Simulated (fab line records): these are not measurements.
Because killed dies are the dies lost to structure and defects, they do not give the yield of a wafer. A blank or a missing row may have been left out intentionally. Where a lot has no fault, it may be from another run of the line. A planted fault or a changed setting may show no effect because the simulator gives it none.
fab line records	flow n5_finfet
[record] lots = 11	wafers = 33	last_day = 18
route steps=1938 shown BEOL_M6@1195 PASSIVATION@1936
lots with no fault: from the same line, run without faults
start_h: hours from the record's first day to the start of the lot's first wafer shown	wait_h: hours elapsed since this lot's preceding step	" repeats the value in the row above	L1.1+2: one row covering several wafers at once	- either no value or no given start	* or withheld: withheld	< > ~ a bound
route shown NAME@n: names a module that has steps shown in the file, with the first one's number in the route	usual: mean/standard deviation of fault-free wafers	same: alike in all rows	chamber/n: place in a boat	sites: each site's reading	_std_site: the standard deviation of these	_edge_site: inner sites' mean taken away from outer sites' mean	radius_mm: for every site, how far away it sits from the centre of the wafer	mask NAME#n: copy n	behind: tool/chamber where the wafer was last shaped	hold: cause of the lot's hold/its duration in hours/its outcome	device: which transistor (n, p or np) failed to switch	end of line: at the end of the route, the tests of the same wafers	a step with no rows: only its recipe	killed: the dies lost at the first sort to structure and to defects; this is not the yield of the wafer	map: a wafer's dies, x killed, . not, _ none there
set.NAME: the setting as run; set.NAME@STEP: as run at that earlier step	model.NAME: the simulator's own value behind a step, which no gauge read
route steps across a sampled set of lots; one table per step, one row per wafer
services: from which hour (start_h, from the record's first day; less than 0 if before it) a tool's chamber was out of use, for how many hours, and why
[[steps]]
[step N5_BEOL_M6_CURE_74]
[recipe] temp_c = 385	time_s = 240	ambient = He/Ar	material = SiCOH_lowk
[usual] lamp_power_pct = 52.30/0.06	wafer_temp_C_max = 387.4/0.72
lot.wafer	tool	chamber	start_h	wait_h	lamp_power_pct	wafer_temp_C_max
L255.2	uv_cure-03	2	172.26	0.1	52.40	387.5
L255.3	"	2	"	"	52.40	387.2
L255.4	"	2	"	"	52.34	387.3
L259.1	uv_cure-03	2	191.35	0.0	52.30	387.6
L259.3	"	2	"	"	52.35	387.5
L259.6	"	2	"	"	52.29	386.5
L258.1	uv_cure-01	0	193.15	0.0	52.31	388.3
L258.4	"	0	"	"	52.27	388.2
L258.6	"	0	"	"	52.23	388.7
L270.1	uv_cure-01	0	265.81	0.0	52.12	387.7
L270.5	"	0	"	"	52.41	387.3
L270.6	"	0	"	"	52.37	387.8
L271.1	uv_cure-03	0	269.00	0.0	52.36	388.4
L271.3	"	0	"	"	52.28	388.0
L271.5	"	0	"	"	52.33	387.7
L272.2	uv_cure-03	0	290.15	0.1	52.36	388.0
L272.3	"	0	"	"	52.24	387.6
L272.4	"	0	"	"	52.36	389.3
L273.1	uv_cure-02	2	294.63	0.0	52.24	386.4
L273.2	"	2	"	"	52.30	386.3
L273.5	"	2	"	"	52.35	386.8
L275.2	uv_cure-03	0	298.29	0.1	52.35	389.1
L275.5	"	0	"	"	52.31	387.8
L275.6	"	0	"	"	52.32	387.9
L274.2	uv_cure-02	0	299.62	0.1	52.29	386.6
L274.4	"	0	"	"	52.28	386.8
L274.6	"	0	"	"	52.32	386.9
L276.1	uv_cure-02	0	314.93	0.0	52.29	386.6
L276.3	"	0	"	"	52.35	386.8
L276.4	"	0	"	"	52.24	386.5
L278.1	uv_cure-03	0	319.00	0.0	52.40	387.7
L278.4	"	0	"	"	52.36	387.4
L278.5	"	0	"	"	52.24	387.7
[step N5_BEOL_M6_THK_MEAS_01]
[recipe] reads = SiCOH_lowk_of_BEOL_M6_ILD_DEP_00
[usual] M6_ILD_THK = 155.0/2
lot.wafer	tool	chamber	start_h	wait_h	M6_ILD_THK[nm]
L255.2	film_metro-02	-	172.69	0.4	153.8
L255.3	"	-	"	"	152.6
L255.4	"	-	"	"	155.8
L259.1	film_metro-02	-	192.35	0.8	154.6
L259.3	"	-	"	"	154.8
L259.6	"	-	"	"	157.8
L258.1	film_metro-02	-	193.68	0.4	151.9
L258.4	"	-	"	"	154.9
L258.6	"	-	"	"	157.4
L270.1	film_metro-01	-	266.33	0.4	154.6
L270.5	"	-	"	"	158.8
L270.6	"	-	"	"	158.9
L271.1	film_metro-02	-	269.51	0.4	154.1
L271.3	"	-	"	"	153.6
L271.5	"	-	"	"	154.2
L272.2	film_metro-01	-	290.58	0.4	152.2
L272.3	"	-	"	"	154.1
L272.4	"	-	"	"	154.9
L273.1	film_metro-02	-	295.14	0.4	154.7
L273.2	"	-	"	"	155.1
L273.5	"	-	"	"	158.0
L275.2	film_metro-01	-	298.73	0.4	152.4
L275.5	"	-	"	"	154.7
L275.6	"	-	"	"	155.2
L274.2	film_metro-02	-	300.05	0.4	155.1
L274.4	"	-	"	"	158.4
L274.6	"	-	"	"	159.3
L276.1	film_metro-01	-	315.44	0.4	153.6
L276.3	"	-	"	"	153.9
L276.4	"	-	"	"	153.6
L278.1	film_metro-02	-	320.00	0.8	153.7
L278.4	"	-	"	"	157.2
L278.5	"	-	"	"	154.3
[step N5_BEOL_M6_PECVD_70]
[recipe] material = SiO2	target_thk_a = 200	temp_c = 400	precursor = TEOS/O2	pressure_torr = 5.5	rf_w = 450	teos_flow_sccm = 53.8	gas = O2	flow_sccm = 3000	time_s = 22.7
[usual] heater_power_outer_w = 475/84	heater_power_w = 777/110	rf_fwd_power_W = 445.3/1.8	showerhead_plenum_p_Torr = 8.82/0.048	throttle_valve_pct = 22.2/0.95
lot.wafer	tool	chamber	start_h	wait_h	heater_power_outer_w	heater_power_w	rf_fwd_power_W	showerhead_plenum_p_Torr	throttle_valve_pct
L255.2	pecvd-01	0	172.74	0.0	486	707	444.5	8.80	22.5
L255.3	"	1	"	"	444	794	443.5	8.83	23.0
L255.4	"	1	"	"	461	811	443.9	8.81	22.9
L259.1	pecvd-04	1	192.38	0.0	600	905	442.5	8.76	23.8
L259.3	"	2	"	"	509	822	446.9	8.86	21.0
L259.6	"	2	"	"	516	802	446.2	8.87	20.7
L258.1	pecvd-04	2	193.71	0.0	568	820	447.1	8.87	20.8
L258.4	"	0	"	"	534	899	444.5	8.79	21.3
L258.6	"	2	"	"	542	820	448.5	8.87	20.9
L270.1	pecvd-02	1	266.36	0.0	349	624	445.8	8.79	22.9
L270.5	"	0	"	"	454	831	445.3	8.90	21.9
L270.6	"	1	"	"	349	624	443.8	8.82	22.7
L271.1	pecvd-01	2	269.55	0.0	574	890	443.6	8.83	20.5
L271.3	"	1	"	"	494	844	445.7	8.80	23.3
L271.5	"	1	"	"	499	853	446.1	8.80	23.3
L272.2	pecvd-04	1	290.62	0.0	523	800	443.3	8.75	23.8
L272.3	"	0	"	"	554	918	443.5	8.79	21.7
L272.4	"	1	"	"	510	816	443.4	8.77	23.8
L273.1	pecvd-01	1	295.18	0.0	459	816	443.7	8.81	23.0
L273.2	"	2	"	"	477	793	445.9	8.88	21.0
L273.5	"	0	"	"	468	694	446.4	8.77	22.7
L275.2	pecvd-04	2	298.76	0.0	544	805	447.6	8.87	21.2
L275.5	"	2	"	"	541	817	447.4	8.86	21.0
L275.6	"	1	"	"	531	816	442.0	8.79	23.6
L274.2	pecvd-01	2	300.09	0.0	463	776	444.8	8.87	20.7
L274.4	"	0	"	"	502	728	447.8	8.76	22.5
L274.6	"	1	"	"	486	854	444.1	8.84	23.0
L276.1	pecvd-02	1	315.48	0.0	392	675	445.7	8.79	22.8
L276.3	"	2	"	"	302	571	447.4	8.77	21.9
L276.4	"	0	"	"	481	860	445.9	8.92	22.1
L278.1	pecvd-04	1	320.03	0.0	598	897	443.7	8.76	23.4
L278.4	"	1	"	"	585	903	443.8	8.74	23.9
L278.5	"	2	"	"	543	840	446.0	8.86	20.6
[step N5_BEOL_M6_COAT_22]
[recipe] resist = CAR-EUV	spin_rpm = 1500	resist_thk_nm = 30
[usual] spin_speed_rpm = 1500.0/1.2
lot.wafer	tool	chamber	start_h	wait_h	spin_speed_rpm
L255.2	litho_track-05	0	176.61	-	1499.0
L255.3	"	0	"	"	1497.7
L255.4	"	0	"	"	1499.3
L259.1	litho_track-04	0	194.91	-	1437.7
L259.3	"	0	"	"	1438.6
L259.6	"	0	"	"	1437.4
L258.1	litho_track-04	0	197.23	-	1437.0
L258.4	"	0	"	"	1437.0
L258.6	"	0	"	"	1435.2
L270.1	litho_track-05	0	270.67	-	1498.8
L270.5	"	0	"	"	1500.8
L270.6	"	0	"	"	1499.5
L271.1	litho_track-03	0	272.66	-	1499.0
L271.3	"	0	"	"	1500.7
L271.5	"	0	"	"	1499.9
L272.2	litho_track-04	0	296.16	-	1499.4
L272.3	"	0	"	"	1499.2
L272.4	"	0	"	"	1499.5
L275.2	litho_track-04	0	300.43	-	1500.5
L275.5	"	0	"	"	1499.6
L275.6	"	0	"	"	1501.1
L273.1	litho_track-05	0	300.43	-	1498.4
L273.2	"	0	"	"	1496.9
L273.5	"	0	"	"	1501.3
L274.2	litho_track-04	0	302.23	-	1499.9
L274.4	"	0	"	"	1500.8
L274.6	"	0	"	"	1498.8
L276.1	litho_track-05	0	322.31	-	1502.2
L276.3	"	0	"	"	1501.2
L276.4	"	0	"	"	1500.4
L278.1	litho_track-05	0	324.89	-	1499.4
L278.4	"	0	"	"	1499.6
L278.5	"	0	"	"	1500.1
[step N5_PASSIVATION_PROBE_49]
[usual] defect_limited_yield = 91.4/1.4	killed_at_M0_to_M3 = 31/10	killed_at_M4_up = 14/5.6	killed_at_contacts = 13/6.3	killed_at_front_end = 39/10	killed_at_other = 4/3.1	killed_dies = 101/16	killed_open = 65/13	killed_short = 34/7.2	sort_bin_5_function = 5.1/0.88	sort_bin_6_memory = 3.2/0.66	sort_bin_8_speed = 0.00/0.007	sort_n_pass = 1079/16	sort_yield_pct = 91.4/1.4
[same] gross_dies = 1180	killed_at_back_side = 0	sort_bin_4_leakage[%] = 0
lot.wafer	tool	chamber	start_h	wait_h	defect_limited_yield[%]	killed_at_M0_to_M3	killed_at_M4_up	killed_at_contacts	killed_at_front_end	killed_at_other	killed_dies	killed_open	killed_short	sort_bin_5_function[%]	sort_bin_6_memory[%]	sort_bin_8_speed[%]	sort_n_pass	sort_yield_pct[%]
L258.1	prober-01	-	284.85	0.0	89.1	17	19	5	83	5	129	80	42	5.7	4.2	0	1051	89.1
L258.4	prober-01	-	285.00	0.2	86.7	47	22	28	56	4	157	113	42	8.0	4.7	0	1023	86.7
L258.6	prober-01	-	285.10	0.3	91.5	17	16	18	46	3	100	69	28	4.6	3.3	0	1080	91.5
L259.1	prober-02	-	286.84	0.0	90.8	44	16	5	34	10	109	74	35	6.5	2.6	0	1071	90.8
L259.3	prober-02	-	286.94	0.1	90.3	43	32	12	22	5	114	80	32	5.8	3.6	0	1066	90.3
L259.6	prober-02	-	287.09	0.3	91.8	32	20	12	28	5	97	62	35	4.7	3.2	0	1083	91.8
L271.1	prober-02	-	361.99	0.0	91.6	16	15	25	43	0	99	63	36	4.5	3.6	0	1081	91.6
L271.3	prober-02	-	362.09	0.1	93.1	25	13	6	32	5	81	50	29	4.5	2.2	0	1099	93.1
L271.5	prober-02	-	362.19	0.2	90.8	24	18	21	44	1	108	67	39	5.1	3.6	0	1072	90.8
L270.1	prober-01	-	362.12	0.0	92.0	21	21	15	36	1	94	57	33	4.5	3.2	0	1086	92.0
L270.5	prober-01	-	362.32	0.2	91.9	30	17	13	33	3	96	65	29	4.9	2.6	0	1084	91.9
L270.6	prober-01	-	362.37	0.3	92.1	22	20	15	36	0	93	64	26	5.2	2.5	0	1087	92.1
L272.2	prober-02	-	388.07	0.1	90.3	36	8	14	44	13	115	80	35	5.6	3.8	0	1065	90.3
L272.3	prober-02	-	388.12	0.1	90.9	40	9	18	37	3	107	68	38	5.5	3.6	0	1073	90.9
L272.4	prober-02	-	388.17	0.2	89.5	35	12	27	45	5	124	80	43	6.2	3.8	0	1056	89.5
L274.2	prober-01	-	388.35	0.1	91.2	26	12	7	57	2	104	71	33	5.1	3.5	0	1076	91.2
L274.4	prober-01	-	388.45	0.2	92.2	34	14	12	29	3	92	55	36	4.9	2.5	0	1088	92.2
L274.6	prober-01	-	388.55	0.3	93.0	20	22	13	28	0	83	54	29	4.7	2.1	0	1097	93.0
L278.1	prober-02	-	436.37	0.0	92.4	27	6	5	49	3	90	56	34	4.4	2.9	0	1090	92.4
L278.4	prober-02	-	436.52	0.2	91.9	26	10	8	49	2	95	67	28	4.2	3.7	0	1085	91.9
L278.5	prober-02	-	436.57	0.2	93.3	32	9	2	35	1	79	57	22	4.1	2.3	0	1101	93.3
// killed by level:class
L258.1 FIN_SAQP:geometric_particle:open=27 STI_FIN_REVEAL:geometric_particle:open=21 FIN_SAQP:geometric_particle:short=15 BEOL_M0_SAQP:geometric_particle:short=7 BEOL_M4:geometric_particle:open=7 BEOL_M4:geometric_particle:short=4 HKMG_FIN:area_etch=4 MOL_CONTACT_COAG:geometric_particle:open=3
L258.4 STI_FIN_REVEAL:geometric_particle:open=34 MOL_CONTACT_COAG:geometric_particle:open=19 BEOL_M1:geometric_particle:open=10 MOL_CONTACT_COAG:geometric_particle:short=8 BEOL_M0_SAQP:geometric_particle:open=7 BEOL_M1:geometric_particle:short=7 FIN_SAQP:geometric_particle:open=6 STI_FIN_REVEAL:geometric_particle:short=6
L258.6 FIN_SAQP:geometric_particle:open=13 MOL_CONTACT_COAG:geometric_particle:open=13 STI_FIN_REVEAL:geometric_particle:open=10 BEOL_M3:geometric_particle:open=8 MOL_CONTACT_COAG:geometric_particle:short=5 GATE_CUT:geometric_particle:short=4 BEOL_M4:geometric_particle:open=4 FIN_SAQP:geometric_particle:short=3
L259.1 BEOL_M3:geometric_particle:open=10 BEOL_M2:geometric_particle:open=9 DUMMY_GATE:geometric_particle:open=9 BEOL_M0_SAQP:geometric_particle:short=8 BEOL_M0_SAQP:geometric_particle:open=8 BEOL_M4:geometric_particle:short=6 BEOL_M1:geometric_particle:open=6 FIN_SAQP:geometric_particle:open=5
L259.3 BEOL_M4:geometric_particle:open=21 BEOL_M2:geometric_particle:open=14 BEOL_M0_SAQP:geometric_particle:short=10 MOL_CONTACT_COAG:geometric_particle:open=9 BEOL_M3:geometric_particle:open=7 STI_FIN_REVEAL:geometric_particle:open=5 STARTING-WAFER:geometric_particle:open=4 FIN_SAQP:geometric_particle:short=3
L259.6 BEOL_M4:geometric_particle:open=14 MOL_CONTACT_COAG:geometric_particle:open=7 BEOL_M0_SAQP:geometric_particle:short=7 STI_FIN_REVEAL:geometric_particle:open=6 BEOL_M0_SAQP:geometric_particle:open=6 MOL_CONTACT_COAG:geometric_particle:short=5 BEOL_M3:geometric_particle:open=5 BEOL_M3:geometric_particle:short=4
L271.1 MOL_CONTACT_COAG:geometric_particle:open=19 FIN_SAQP:geometric_particle:short=9 BEOL_M4:geometric_particle:open=9 FIN_SAQP:geometric_particle:open=8 GATE_CUT:geometric_particle:short=8 MOL_CONTACT_COAG:geometric_particle:short=6 BEOL_M0_SAQP:geometric_particle:open=5 STARTING-WAFER:geometric_particle:open=5
L271.3 BEOL_M2:geometric_particle:open=7 FIN_SAQP:geometric_particle:short=6 MOL_CONTACT_COAG:geometric_particle:open=6 GATE_CUT:geometric_particle:short=5 BEOL_M0_SAQP:geometric_particle:open=5 BEOL_M0_SAQP:geometric_particle:short=5 BEOL_M4:geometric_particle:open=5 FIN_SAQP:geometric_particle:open=4
L270.1 MOL_CONTACT_COAG:geometric_particle:open=10 BEOL_M4:geometric_particle:open=8 DUMMY_GATE:geometric_particle:short=6 DUMMY_GATE:geometric_particle:open=6 GATE_CUT:geometric_particle:short=6 BEOL_M0_SAQP:geometric_particle:open=6 MOL_CONTACT_COAG:geometric_particle:short=5 BEOL_M3:geometric_particle:short=5
L271.5 MOL_CONTACT_COAG:geometric_particle:open=20 FIN_SAQP:geometric_particle:short=17 BEOL_M4:geometric_particle:open=9 BEOL_M0_SAQP:geometric_particle:short=8 FIN_SAQP:geometric_particle:open=6 GATE_CUT:geometric_particle:short=6 BEOL_M0_SAQP:geometric_particle:open=6 BEOL_M2:geometric_particle:open=6
L270.5 MOL_CONTACT_COAG:geometric_particle:open=10 FIN_SAQP:geometric_particle:open=9 BEOL_M0_SAQP:geometric_particle:open=7 BEOL_M0_SAQP:geometric_particle:short=7 BEOL_M1:geometric_particle:open=6 BEOL_M5:geometric_particle:open=6 FIN_SAQP:geometric_particle:short=4 STI_FIN_REVEAL:geometric_particle:open=4
L270.6 BEOL_M4:geometric_particle:open=11 MOL_CONTACT_COAG:geometric_particle:open=10 FIN_SAQP:geometric_particle:open=8 DUMMY_GATE:geometric_particle:open=6 BEOL_M3:geometric_particle:short=6 MOL_CONTACT_COAG:geometric_particle:short=5 BEOL_M0_SAQP:geometric_particle:open=5 BEOL_M3:geometric_particle:open=5
L272.2 MOL_CONTACT_COAG:geometric_particle:open=13 FIN_SAQP:geometric_particle:short=11 FIN_SAQP:geometric_particle:open=11 BEOL_M3:geometric_particle:open=8 STI_FIN_REVEAL:geometric_particle:open=8 BEOL_M0_SAQP:geometric_particle:short=7 BEOL_M2:geometric_particle:open=6 BEOL_M1:geometric_particle:open=5
L272.3 MOL_CONTACT_COAG:geometric_particle:open=14 FIN_SAQP:geometric_particle:short=13 BEOL_M0_SAQP:geometric_particle:open=8 FIN_SAQP:geometric_particle:open=7 DUMMY_GATE:geometric_particle:open=7 BEOL_M0_SAQP:geometric_particle:short=7 BEOL_M1:geometric_particle:open=7 BEOL_M3:geometric_particle:open=5
L272.4 MOL_CONTACT_COAG:geometric_particle:open=24 FIN_SAQP:geometric_particle:open=9 FIN_SAQP:geometric_particle:short=9 STI_FIN_REVEAL:geometric_particle:open=9 BEOL_M1:geometric_particle:open=7 STI_FIN_REVEAL:geometric_particle:short=5 BEOL_M0_SAQP:geometric_particle:short=5 BEOL_M3:geometric_particle:open=5
L274.2 FIN_SAQP:geometric_particle:open=16 BEOL_M0_SAQP:geometric_particle:open=14 FIN_SAQP:geometric_particle:short=8 STI_FIN_REVEAL:geometric_particle:open=8 GATE_CUT:geometric_particle:short=5 GATE_CUT:geometric_particle:open=5 BEOL_M0_SAQP:geometric_particle:short=5 BEOL_M4:geometric_particle:open=5
L274.4 BEOL_M0_SAQP:geometric_particle:short=9 MOL_CONTACT_COAG:geometric_particle:open=9 BEOL_M3:geometric_particle:open=6 FIN_SAQP:geometric_particle:open=5 GATE_CUT:geometric_particle:short=5 BEOL_M1:geometric_particle:open=5 BEOL_M2:geometric_particle:open=5 FIN_SAQP:geometric_particle:short=4
L274.6 MOL_CONTACT_COAG:geometric_particle:open=9 BEOL_M4:geometric_particle:open=7 FIN_SAQP:geometric_particle:short=6 GATE_CUT:geometric_particle:short=6 BEOL_M5:geometric_particle:open=6 BEOL_M3:geometric_particle:open=5 FIN_SAQP:geometric_particle:open=4 MOL_CONTACT_COAG:geometric_particle:short=4
L278.1 FIN_SAQP:geometric_particle:short=13 BEOL_M3:geometric_particle:open=10 STI_FIN_REVEAL:geometric_particle:open=9 FIN_SAQP:geometric_particle:open=7 DUMMY_GATE:geometric_particle:open=5 MOL_CONTACT_COAG:geometric_particle:open=5 BEOL_M2:geometric_particle:open=4 DUMMY_GATE:geometric_particle:short=3
L278.4 FIN_SAQP:geometric_particle:open=16 FIN_SAQP:geometric_particle:short=10 BEOL_M2:geometric_particle:open=9 STI_FIN_REVEAL:geometric_particle:open=8 MOL_CONTACT_COAG:geometric_particle:open=7 BEOL_M3:geometric_particle:open=6 BEOL_M0_SAQP:geometric_particle:open=3 BEOL_M0:geometric_particle:open=3
L278.5 FIN_SAQP:geometric_particle:open=18 BEOL_M3:geometric_particle:open=12 FIN_SAQP:geometric_particle:short=9 BEOL_M1:geometric_particle:open=5 BEOL_M2:geometric_particle:open=4 BEOL_M0_SAQP:geometric_particle:open=3 BEOL_M3:geometric_particle:short=3 BEOL_M10:geometric_particle:open=3
[[services]]
tool	chamber	start_h	hours	kind
uv_cure-02	-	166.15	1.8	repair
uv_cure-01	-	166.69	7.5	pm
litho_track-04	-	168.14	-	consumable_replace:filter
pecvd-01	2	169.32	2.1	scheduled_down
pecvd-04	0	178.14	6.4	repair
pecvd-02	-	181.06	0.7	repair
pecvd-01	-	191.71	0.4	repair
pecvd-01	2	202.38	-	clean
pecvd-01	2	202.38	-	consumable_replace:showerhead
pecvd-01	2	202.38	29.0	scheduled_down
pecvd-01	2	202.38	29.0	vent_cycle
uv_cure-03	-	212.98	2.8	pm
pecvd-02	2	213.72	5.5	scheduled_down
uv_cure-02	-	237.61	1.0	pm
uv_cure-02	-	258.42	3.4	pm
pecvd-04	2	266.62	5.5	scheduled_down
litho_track-04	-	269.98	-	consumable_replace:filter
uv_cure-02	-	274.44	6.0	pm
pecvd-02	1	281.52	5.5	scheduled_down
pecvd-04	0	297.54	2.1	scheduled_down
pecvd-02	-	297.64	0.7	repair
litho_track-05	-	312.76	-	consumable_replace:filter
[[key]]
[first_sign] step = N5_BEOL_M6_COAT_22	reading = spin_speed_rpm	direction = down	sigmas = 53	usual = *	struck = *
effect none on later readings
met_at N5_BEOL_M6_COAT_22
struck_lots L258,L259
not_acting_at N5_BEOL_M6_CURE_74,N5_BEOL_M6_THK_MEAS_01,N5_BEOL_M6_PECVD_70
[fault] kind = process_parameter_drift	tool = litho_track-04	chamber = -	onset_h = 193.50	steps = N5_BEOL_M6_COAT_22	channel = spin_rpm	offset = *	shape = step	end_h = 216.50	acts_in = *	stated = *
